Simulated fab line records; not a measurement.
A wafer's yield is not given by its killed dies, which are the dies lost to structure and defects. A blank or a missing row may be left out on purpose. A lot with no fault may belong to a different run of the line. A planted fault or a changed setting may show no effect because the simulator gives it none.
Lot-split experiment / flow n5Finfet / route with 1938 steps; 7 lots, 21 wafers read

== SPLIT DETAILS ==
At N5_BEOL_M0_SAQP_EXPOSE_37 (exposes mask M0 CUT1, target cd 30 nm), the setting doseMj was moved away from the recipe's 44.75 on 10 of the 21 wafers read, by -7.3% to +3.6%. The other wafers ran this setting at the recipe's value.

== FROM THE SPLIT TO THE READING: what the file shows between them, 4 steps ==
- N5_BEOL_M0_SAQP_PEB_38: peb time 60 s
- N5_BEOL_M0_SAQP_DEVELOP_39: develop time 30 s
- N5_BEOL_M0_SAQP_DESCUM_45: chemistry O2, time 7 s
- N5_BEOL_M0_SAQP_ETCH_88: etches underlayer in N2/H2, target depth 6.5 nm, time 5.2 s

== THE READING ==
BEOL_M0_SAQP.cdNm (the simulator's own value, which no gauge read), in nm, at N5_BEOL_M0_SAQP_ETCH_73 (etches SiARC in CF4, target depth 19.5 nm, time 32.5 s). The file gives no usual value for it. Here, 11 wafers ran the recipe; their average is 30.0 nm with a standard deviation of 0.23 nm.

wafer=L075.2; tool, chamber at the split=euvScanner-02, 0; doseMj as run=46.36; against the recipe=+3.6%; BEOL_M0_SAQP.cdNm, nm=30.8; against lot-mates on the recipe=+1.2
wafer=L075.4; tool, chamber at the split=euvScanner-02, 0; doseMj as run=46.36; against the recipe=+3.6%; BEOL_M0_SAQP.cdNm, nm=30.6; against lot-mates on the recipe=+1.0
wafer=L075.5; tool, chamber at the split=euvScanner-02, 0; doseMj as run=44.75; against the recipe=recipe; BEOL_M0_SAQP.cdNm, nm=29.6; against lot-mates on the recipe=-
wafer=L078.1; tool, chamber at the split=euvScanner-01, 0; doseMj as run=44.75; against the recipe=recipe; BEOL_M0_SAQP.cdNm, nm=30.2; against lot-mates on the recipe=-
wafer=L078.3; tool, chamber at the split=euvScanner-01, 0; doseMj as run=42.26; against the recipe=-5.6%; BEOL_M0_SAQP.cdNm, nm=28.6; against lot-mates on the recipe=-1.5
wafer=L078.5; tool, chamber at the split=euvScanner-01, 0; doseMj as run=44.75; against the recipe=recipe; BEOL_M0_SAQP.cdNm, nm=30; against lot-mates on the recipe=-
wafer=L077.4; tool, chamber at the split=euvScanner-02, 0; doseMj as run=44.75; against the recipe=recipe; BEOL_M0_SAQP.cdNm, nm=29.8; against lot-mates on the recipe=-
wafer=L077.5; tool, chamber at the split=euvScanner-02, 0; doseMj as run=44.75; against the recipe=recipe; BEOL_M0_SAQP.cdNm, nm=29.8; against lot-mates on the recipe=-
wafer=L077.6; tool, chamber at the split=euvScanner-02, 0; doseMj as run=44.75; against the recipe=recipe; BEOL_M0_SAQP.cdNm, nm=30; against lot-mates on the recipe=-
wafer=L081.2; tool, chamber at the split=euvScanner-02, 0; doseMj as run=44.75; against the recipe=recipe; BEOL_M0_SAQP.cdNm, nm=30.4; against lot-mates on the recipe=-
wafer=L081.5; tool, chamber at the split=euvScanner-02, 0; doseMj as run=45.86; against the recipe=+2.5%; BEOL_M0_SAQP.cdNm, nm=30.6; against lot-mates on the recipe=+0.2
wafer=L081.6; tool, chamber at the split=euvScanner-02, 0; doseMj as run=45.86; against the recipe=+2.5%; BEOL_M0_SAQP.cdNm, nm=30.6; against lot-mates on the recipe=+0.2
wafer=L082.1; tool, chamber at the split=euvScanner-02, 0; doseMj as run=46.32; against the recipe=+3.5%; BEOL_M0_SAQP.cdNm, nm=30; against lot-mates on the recipe=+0.0
wafer=L082.4; tool, chamber at the split=euvScanner-02, 0; doseMj as run=44.75; against the recipe=recipe; BEOL_M0_SAQP.cdNm, nm=30; against lot-mates on the recipe=-
wafer=L082.5; tool, chamber at the split=euvScanner-02, 0; doseMj as run=46.32; against the recipe=+3.5%; BEOL_M0_SAQP.cdNm, nm=30.2; against lot-mates on the recipe=+0.2
wafer=L084.2; tool, chamber at the split=euvScanner-02, 0; doseMj as run=44.75; against the recipe=recipe; BEOL_M0_SAQP.cdNm, nm=30.4; against lot-mates on the recipe=-
wafer=L084.3; tool, chamber at the split=euvScanner-02, 0; doseMj as run=44.75; against the recipe=recipe; BEOL_M0_SAQP.cdNm, nm=30; against lot-mates on the recipe=-
wafer=L084.6; tool, chamber at the split=euvScanner-02, 0; doseMj as run=44.75; against the recipe=recipe; BEOL_M0_SAQP.cdNm, nm=30; against lot-mates on the recipe=-
wafer=L086.1; tool, chamber at the split=euvScanner-01, 0; doseMj as run=41.5; against the recipe=-7.3%; BEOL_M0_SAQP.cdNm, nm=28.4; against lot-mates on the recipe=no lot-mate on the recipe
wafer=L086.2; tool, chamber at the split=euvScanner-01, 0; doseMj as run=41.5; against the recipe=-7.3%; BEOL_M0_SAQP.cdNm, nm=28.4; against lot-mates on the recipe=no lot-mate on the recipe
wafer=L086.3; tool, chamber at the split=euvScanner-01, 0; doseMj as run=41.5; against the recipe=-7.3%; BEOL_M0_SAQP.cdNm, nm=28.4; against lot-mates on the recipe=no lot-mate on the recipe

FIT RESULTS
A straight line over all 21 wafers: BEOL_M0_SAQP.cdNm changes by +0.201 nm for each +1% of doseMj; r = +0.94; the points scatter about the line by 0.27 nm.
The same after taking each lot's own level away (the mean of its wafers on the recipe; 18 wafers): +0.203 nm for each +1%; r = +0.84; scatter 0.3 nm.
Per that fit: largest doseMj move, reading shift of 1.5 nm.
Across the lots, their own levels run from 29.60 to 30.40 nm, a range of 3.4 times the standard deviation given above.
So the lot-to-lot level changes the slope little: the two slopes agree.
Check: -0.883 nm against its lot-mates is what the line predicts for one of the wafers moved furthest among these (-5.6%) when that wafer is left out of the fit. Against them it came out at -1.5 nm.

== THE WHOLE CHAIN: every reading that the file lists as answering this split, in the file's order ==
step=N5_BEOL_M0_SAQP_DESCUM_45; what it does=chemistry O2, time 7 s; reading=BEOL_M0_SAQP.cdNm (the simulator's own value, which no gauge read); change (the file's fit)=+0.239 nm for each +1% of the setting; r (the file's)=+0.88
step=N5_BEOL_M0_SAQP_ETCH_73; what it does=etches SiARC in CF4, target depth 19.5 nm, time 32.5 s; reading=BEOL_M0_SAQP.cdNm (the simulator's own value, which no gauge read); change (the file's fit)=+0.211 nm for each +1% of the setting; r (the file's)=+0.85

== THE FILE'S OWN FIT ==
BEOL_M0_SAQP.cdNm changes by +0.211 nm for each +1% of doseMj, r = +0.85.
